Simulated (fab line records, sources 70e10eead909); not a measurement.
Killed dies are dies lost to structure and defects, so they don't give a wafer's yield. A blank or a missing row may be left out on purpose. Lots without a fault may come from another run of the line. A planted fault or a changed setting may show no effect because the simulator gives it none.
Problem report in the 8D (eight disciplines) form, filled by code | flow nand_harc | the parts of the form that need people (team, actions taken, sign-off) are left out

1. THE PROBLEM
thk_nm at NHARC_A_ONON_D1_THK_MEAS_18 reads a mean of 1106 nm on 6 wafers of 2 lots; wafers without a fault read 996 nm with a standard deviation of 8.7. That is +13 standard deviations from the usual mean.
The step: measures by ellipsometry.
First seen on wafer L521.2, day 10 02:26, on film_metro-01. The record holds 36 wafers of 12 lots with a number at this step. Rule for "out", or "out of limits": more than 4 standard deviations from the usual mean. The other wafers with a number count as sound.

2. WHAT IT IS AND WHAT IT IS NOT
question                    | is                     | is not
which readings at this step | thk_nm                 | -
which lots                  | L521, L522             | L516, L518, L530, L531, L532, L533, L534, L535, L536, L538
which wafers of those lots  | all that have a number | -
read on which gauges        | film_metro-01          | film_metro-02
when                        | from day 10 02:26      | up to then (6 sound wafers); but 24 sound wafers of L530, L531, L532, L533, L534, L535, L536, L538 came after

3. SUSPECTS, AND WHAT RULES EACH OUT
Counting: a tool at a process step up to the reading stays a suspect if it ran every lot that is out and no sound lot after the first of them.
- the gauge at NHARC_A_ONON_D1_THK_MEAS_18: kept. All the wafers that are out were read on film_metro-01, and no step on other tools shows them out.
- pecvd_onon-01 at NHARC_A_ONON_D1_DEP_16 (target thk 1000 nm): ruled out as a lasting fault. Sound lots L531, L532, L533, L534, L536, L538 ran on it after its first lot that is out, L521 (day 10 01:59).
Left after counting: film_metro-01 at NHARC_A_ONON_D1_THK_MEAS_18.

4. THE CAUSE (what the simulator had put in)
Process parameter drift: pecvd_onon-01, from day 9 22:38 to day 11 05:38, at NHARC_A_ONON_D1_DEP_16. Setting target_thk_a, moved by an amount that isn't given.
Counting ruled it out, wrongly: the rule takes a fault to strike every lot that its tool runs from its start on, and this one did not.

5. THE CHAIN OF EFFECTS, in route order
Each row: a reading whose mean over the struck wafers that have a number lies more than 3 standard deviations from the usual. Only readings for which the record gives a usual standard deviation are gone through. hours: the time from each lot's start at the first step in this table that gives one to its start at this step, as a median over the lots. sigmas: the change in usual standard deviations.
hours | step                        | reading | usual  | on struck wafers | change | sigmas
0     | NHARC_A_ONON_D1_THK_MEAS_18 | thk_nm  | 996 nm | 1106             | +110   | +13

6. WHAT WOULD HAVE CAUGHT IT SOONER
In this record the first reading out of limits at a measuring or inspecting step was taken at day 10 02:26, 4 hours after the fault began at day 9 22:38.
